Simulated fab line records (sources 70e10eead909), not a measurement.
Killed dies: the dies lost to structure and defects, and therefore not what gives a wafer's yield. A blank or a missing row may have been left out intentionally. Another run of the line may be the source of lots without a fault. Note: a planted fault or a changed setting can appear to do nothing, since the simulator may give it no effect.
What tool caused it? / flow nand-harc / 15 lots with 45 wafers sampled at 4 steps, on a route of 1159 steps

== WHAT THE GAUGES SHOWED, per wafer ==
The record holds no reading of a measuring or inspecting step that can be judged against a usual standard deviation.

== EACH LOT AND THE TOOL THAT RAN IT (in order: tool; ch and the chambers of the sampled wafers; start) ==
lot=L724; NHARC_A_CONTACT_ETCH_131=har-cap-etch-02 ch 0,1, day 17 05:46; NHARC_A_CONTACT_DEVELOP_07=litho-track-06 ch 0, day 17 10:00; NHARC_A_CONTACT_ETCH_30=rie-diel-01 ch 1,2,3, day 17 11:45 or earlier; NHARC_A_CONTACT_ETCH_134=har-cap-etch-02 ch 1, day 17 11:45
lot=L721; NHARC_A_CONTACT_ETCH_131=har-cap-etch-03 ch 0,1, day 17 07:05; NHARC_A_CONTACT_DEVELOP_07=litho-track-04 ch 0, day 17 11:00; NHARC_A_CONTACT_ETCH_30=rie-diel-01 ch 0,1,3, day 17 13:14 or earlier; NHARC_A_CONTACT_ETCH_134=har-cap-etch-03 ch 0,1, day 17 13:14
lot=L722; NHARC_A_CONTACT_ETCH_131=har-cap-etch-01 ch 0,1, day 17 11:59; NHARC_A_CONTACT_DEVELOP_07=litho-track-04 ch 0, day 17 16:00; NHARC_A_CONTACT_ETCH_30=rie-diel-07 ch 0,1,2, day 17 17:28 or earlier; NHARC_A_CONTACT_ETCH_134=har-cap-etch-01 ch 0,1, day 17 17:28
lot=L725; NHARC_A_CONTACT_ETCH_131=har-cap-etch-03 ch 0,1, day 17 23:05; NHARC_A_CONTACT_DEVELOP_07=litho-track-06 ch 0, day 18 06:00; NHARC_A_CONTACT_ETCH_30=rie-diel-08 ch 0,2,3, day 18 08:09 or earlier; NHARC_A_CONTACT_ETCH_134=har-cap-etch-03 ch 0,1, day 18 08:09
lot=L726; NHARC_A_CONTACT_ETCH_131=har-cap-etch-02 ch 0,1, day 18 10:13; NHARC_A_CONTACT_DEVELOP_07=litho-track-04 ch 0, day 18 14:00; NHARC_A_CONTACT_ETCH_30=rie-diel-07 ch 2,3, day 18 16:17 or earlier; NHARC_A_CONTACT_ETCH_134=har-cap-etch-03 ch 0,1, day 18 16:17
lot=L723; NHARC_A_CONTACT_ETCH_131=har-cap-etch-01 ch 0,1, day 18 11:46; NHARC_A_CONTACT_DEVELOP_07=litho-track-06 ch 0, day 18 15:00; NHARC_A_CONTACT_ETCH_30=rie-diel-01 ch 2,3, day 18 16:59 or earlier; NHARC_A_CONTACT_ETCH_134=har-cap-etch-01 ch 0,1, day 18 16:59
lot=L727; NHARC_A_CONTACT_ETCH_131=har-cap-etch-01 ch 0,1, day 19 00:59; NHARC_A_CONTACT_DEVELOP_07=litho-track-04 ch 0, day 19 04:00; NHARC_A_CONTACT_ETCH_30=rie-diel-07 ch 0,2,3, day 19 06:10 or earlier; NHARC_A_CONTACT_ETCH_134=har-cap-etch-03 ch 0,1, day 19 06:10
lot=L729; NHARC_A_CONTACT_ETCH_131=har-cap-etch-03 ch 0,1, day 20 03:48; NHARC_A_CONTACT_DEVELOP_07=litho-track-01 ch 0, day 20 09:00; NHARC_A_CONTACT_ETCH_30=rie-diel-07 ch 0,1,3, day 20 10:23 or earlier; NHARC_A_CONTACT_ETCH_134=har-cap-etch-01 ch 0,1, day 20 10:23
lot=L733; NHARC_A_CONTACT_ETCH_131=har-cap-etch-02 ch 0,1, day 20 17:20; NHARC_A_CONTACT_DEVELOP_07=litho-track-01 ch 0, day 20 21:00; NHARC_A_CONTACT_ETCH_30=rie-diel-07 ch 1,2,3, day 20 22:22 or earlier; NHARC_A_CONTACT_ETCH_134=har-cap-etch-01 ch 0,1, day 20 22:22
lot=L735; NHARC_A_CONTACT_ETCH_131=har-cap-etch-03 ch 0,1, day 20 22:04; NHARC_A_CONTACT_DEVELOP_07=litho-track-04, day 21 04:00; NHARC_A_CONTACT_ETCH_30=rie-diel-07 ch 0,3, day 21 05:38 or earlier; NHARC_A_CONTACT_ETCH_134=har-cap-etch-03 ch 0,1, day 21 05:38
lot=L736; NHARC_A_CONTACT_ETCH_131=har-cap-etch-03 ch 0,1, day 21 04:46; NHARC_A_CONTACT_DEVELOP_07=litho-track-04, day 21 08:00; NHARC_A_CONTACT_ETCH_30=rie-diel-07 ch 2,3, day 21 09:53 or earlier; NHARC_A_CONTACT_ETCH_134=har-cap-etch-02 ch 0,1, day 21 09:53
lot=L738; NHARC_A_CONTACT_ETCH_131=har-cap-etch-01 ch 0, day 21 13:16; NHARC_A_CONTACT_DEVELOP_07=litho-track-01, day 21 17:00; NHARC_A_CONTACT_ETCH_30=rie-diel-07 ch 2,3, day 21 18:38 or earlier; NHARC_A_CONTACT_ETCH_134=har-cap-etch-03 ch 0,1, day 21 18:38
lot=L741; NHARC_A_CONTACT_ETCH_131=har-cap-etch-03 ch 0,1, day 22 10:31; NHARC_A_CONTACT_DEVELOP_07=litho-track-04 ch 0, day 22 17:00; NHARC_A_CONTACT_ETCH_30=rie-diel-07 ch 1,2,3, day 22 19:06 or earlier; NHARC_A_CONTACT_ETCH_134=har-cap-etch-02 ch 0,1, day 22 19:06
lot=L740; NHARC_A_CONTACT_ETCH_131=har-cap-etch-02 ch 0,1, day 22 11:14; NHARC_A_CONTACT_DEVELOP_07=litho-track-01 ch 0, day 22 18:00; NHARC_A_CONTACT_ETCH_30=rie-diel-08 ch 1,2, day 22 19:23 or earlier; NHARC_A_CONTACT_ETCH_134=har-cap-etch-03 ch 0,1, day 22 19:23
lot=L742; NHARC_A_CONTACT_ETCH_131=har-cap-etch-02 ch 0,1, day 22 16:49; NHARC_A_CONTACT_DEVELOP_07=litho-track-04 ch 0, day 22 21:00; NHARC_A_CONTACT_ETCH_30=rie-diel-07 ch 0,1, day 22 22:29 or earlier; NHARC_A_CONTACT_ETCH_134=har-cap-etch-01 ch 0,1, day 22 22:29
- NHARC_A_CONTACT_ETCH_131: etches the open film in C4F8/O2/Ar, time 155 s, target depth 956 nm.
- NHARC_A_CONTACT_DEVELOP_07: develop time 35 s.
- NHARC_A_CONTACT_ETCH_30: etches the open film in CF4/CHF3, target depth 60.5 nm, time 30.2 s.
- NHARC_A_CONTACT_ETCH_134: etches the open film in C4F8/O2/Ar, time 140 s, target depth 700 nm.

== WHAT THE TOOLS THEMSELVES READ (means of the sampled wafers that have a number; where no wafer has one, the mark that the record gives instead) ==
NHARC_A_CONTACT_DEVELOP_07.
lot=L724; tool=litho-track-06; chill-plate-temp-C (C)=22.95; resist-line-temp-C (C)=23.04
lot=L721; tool=litho-track-04; chill-plate-temp-C (C)=22.97; resist-line-temp-C (C)=22.91
lot=L722; tool=litho-track-04; chill-plate-temp-C (C)=23.03; resist-line-temp-C (C)=23.02
lot=L725; tool=litho-track-06; chill-plate-temp-C (C)=22.99; resist-line-temp-C (C)=22.94
lot=L726; tool=litho-track-04; chill-plate-temp-C (C)=22.80; resist-line-temp-C (C)=22.89
lot=L723; tool=litho-track-06; chill-plate-temp-C (C)=22.95; resist-line-temp-C (C)=23.02
lot=L727; tool=litho-track-04; chill-plate-temp-C (C)=22.84; resist-line-temp-C (C)=22.96
lot=L729; tool=litho-track-01; chill-plate-temp-C (C)=23.10; resist-line-temp-C (C)=22.68
lot=L733; tool=litho-track-01; chill-plate-temp-C (C)=22.97; resist-line-temp-C (C)=23.05
lot=L735; tool=litho-track-04; chill-plate-temp-C (C)=-; resist-line-temp-C (C)=-
lot=L736; tool=litho-track-04; chill-plate-temp-C (C)=-; resist-line-temp-C (C)=-
lot=L738; tool=litho-track-01; chill-plate-temp-C (C)=-; resist-line-temp-C (C)=-
lot=L741; tool=litho-track-04; chill-plate-temp-C (C)=22.91; resist-line-temp-C (C)=23.04
lot=L740; tool=litho-track-01; chill-plate-temp-C (C)=23.01; resist-line-temp-C (C)=22.94
lot=L742; tool=litho-track-04; chill-plate-temp-C (C)=22.84; resist-line-temp-C (C)=22.98

NHARC_A_CONTACT_ETCH_30.
lot=L724; tool=rie-diel-01; cf4-flow-sccm (sccm)=99.9; drypump-motor-current-A (A)=5.4; oes-product-au (a.u.)=0.917; rf-vpp-V (V)=371.7; showerhead-plenum-p-Torr (Torr)=1.57; throttle-valve-pct (%)=16.805
lot=L721; tool=rie-diel-01; cf4-flow-sccm (sccm)=100.0; drypump-motor-current-A (A)=5.5; oes-product-au (a.u.)=0.922; rf-vpp-V (V)=371.4; showerhead-plenum-p-Torr (Torr)=1.62; throttle-valve-pct (%)=16.804
lot=L722; tool=rie-diel-07; cf4-flow-sccm (sccm)=100.3; drypump-motor-current-A (A)=5.5; oes-product-au (a.u.)=0.922; rf-vpp-V (V)=370.5; showerhead-plenum-p-Torr (Torr)=1.56; throttle-valve-pct (%)=16.804
lot=L725; tool=rie-diel-08; cf4-flow-sccm (sccm)=100.0; drypump-motor-current-A (A)=5.7; oes-product-au (a.u.)=0.924; rf-vpp-V (V)=372.8; showerhead-plenum-p-Torr (Torr)=1.63; throttle-valve-pct (%)=16.801
lot=L726; tool=rie-diel-07; cf4-flow-sccm (sccm)=100.0; drypump-motor-current-A (A)=5.9; oes-product-au (a.u.)=0.933; rf-vpp-V (V)=370.3; showerhead-plenum-p-Torr (Torr)=1.56; throttle-valve-pct (%)=16.800
lot=L723; tool=rie-diel-01; cf4-flow-sccm (sccm)=100.3; drypump-motor-current-A (A)=5.4; oes-product-au (a.u.)=0.916; rf-vpp-V (V)=370.5; showerhead-plenum-p-Torr (Torr)=1.57; throttle-valve-pct (%)=16.805
lot=L727; tool=rie-diel-07; cf4-flow-sccm (sccm)=100.4; drypump-motor-current-A (A)=6.0; oes-product-au (a.u.)=0.929; rf-vpp-V (V)=369.5; showerhead-plenum-p-Torr (Torr)=1.55; throttle-valve-pct (%)=16.798
lot=L729; tool=rie-diel-07; cf4-flow-sccm (sccm)=100.0; drypump-motor-current-A (A)=5.9; oes-product-au (a.u.)=0.937; rf-vpp-V (V)=370.9; showerhead-plenum-p-Torr (Torr)=1.59; throttle-valve-pct (%)=16.791
lot=L733; tool=rie-diel-07; cf4-flow-sccm (sccm)=100.1; drypump-motor-current-A (A)=5.9; oes-product-au (a.u.)=0.933; rf-vpp-V (V)=371.5; showerhead-plenum-p-Torr (Torr)=1.61; throttle-valve-pct (%)=16.805
lot=L735; tool=rie-diel-07; cf4-flow-sccm (sccm)=100.0; drypump-motor-current-A (A)=6.4; oes-product-au (a.u.)=0.962; rf-vpp-V (V)=371.4; showerhead-plenum-p-Torr (Torr)=1.59; throttle-valve-pct (%)=16.800
lot=L736; tool=rie-diel-07; cf4-flow-sccm (sccm)=99.9; drypump-motor-current-A (A)=5.9; oes-product-au (a.u.)=0.932; rf-vpp-V (V)=369.7; showerhead-plenum-p-Torr (Torr)=1.56; throttle-valve-pct (%)=16.806
lot=L738; tool=rie-diel-07; cf4-flow-sccm (sccm)=99.7; drypump-motor-current-A (A)=5.9; oes-product-au (a.u.)=0.929; rf-vpp-V (V)=369.0; showerhead-plenum-p-Torr (Torr)=1.56; throttle-valve-pct (%)=16.801
lot=L741; tool=rie-diel-07; cf4-flow-sccm (sccm)=100.3; drypump-motor-current-A (A)=5.9; oes-product-au (a.u.)=0.929; rf-vpp-V (V)=371.5; showerhead-plenum-p-Torr (Torr)=1.60; throttle-valve-pct (%)=16.810
lot=L740; tool=rie-diel-08; cf4-flow-sccm (sccm)=100.2; drypump-motor-current-A (A)=5.5; oes-product-au (a.u.)=0.927; rf-vpp-V (V)=372.5; showerhead-plenum-p-Torr (Torr)=1.63; throttle-valve-pct (%)=16.807
lot=L742; tool=rie-diel-07; cf4-flow-sccm (sccm)=100.0; drypump-motor-current-A (A)=5.6; oes-product-au (a.u.)=0.926; rf-vpp-V (V)=369.4; showerhead-plenum-p-Torr (Torr)=1.54; throttle-valve-pct (%)=16.811

== THE ANSWER, worked out from the rows above alone ==
Rule: what is usual is taken from the lots themselves. Put in order of their means at a reading, lots are off if they are a third of the lots or fewer, leave a main group of 4 or more, and stand apart from it by a gap of 3 or more times the standard deviation of the main group's means; of several such gaps the widest counts. A main group whose means are all the same, to the digits that the tables above print for the reading, isn't used. Also off: a lot with no number at a reading for which 4 or more lots have one. The other lots that the step has rows for count as sound. The gauges are gone through in route order, then the tools' own readings, and for those a lot's mean is taken as printed above. The first step at which some lot is off is used, and at that step the reading that is off furthest; a lot without a number counts as furthest.
Off at NHARC_A_CONTACT_DEVELOP_07 (chill-plate-temp-C): L735, L736, L738. Without a number there: L735, L736, L738. For the main group the mean is 22.95 C and the standard deviation 0.083.
If a tool, at that step or one of the process steps before it, ran each lot that is off and ran no sound lot following the first of them, it fits. None of those tried fits.

== WHAT THE SIMULATOR HAD INSERTED ==
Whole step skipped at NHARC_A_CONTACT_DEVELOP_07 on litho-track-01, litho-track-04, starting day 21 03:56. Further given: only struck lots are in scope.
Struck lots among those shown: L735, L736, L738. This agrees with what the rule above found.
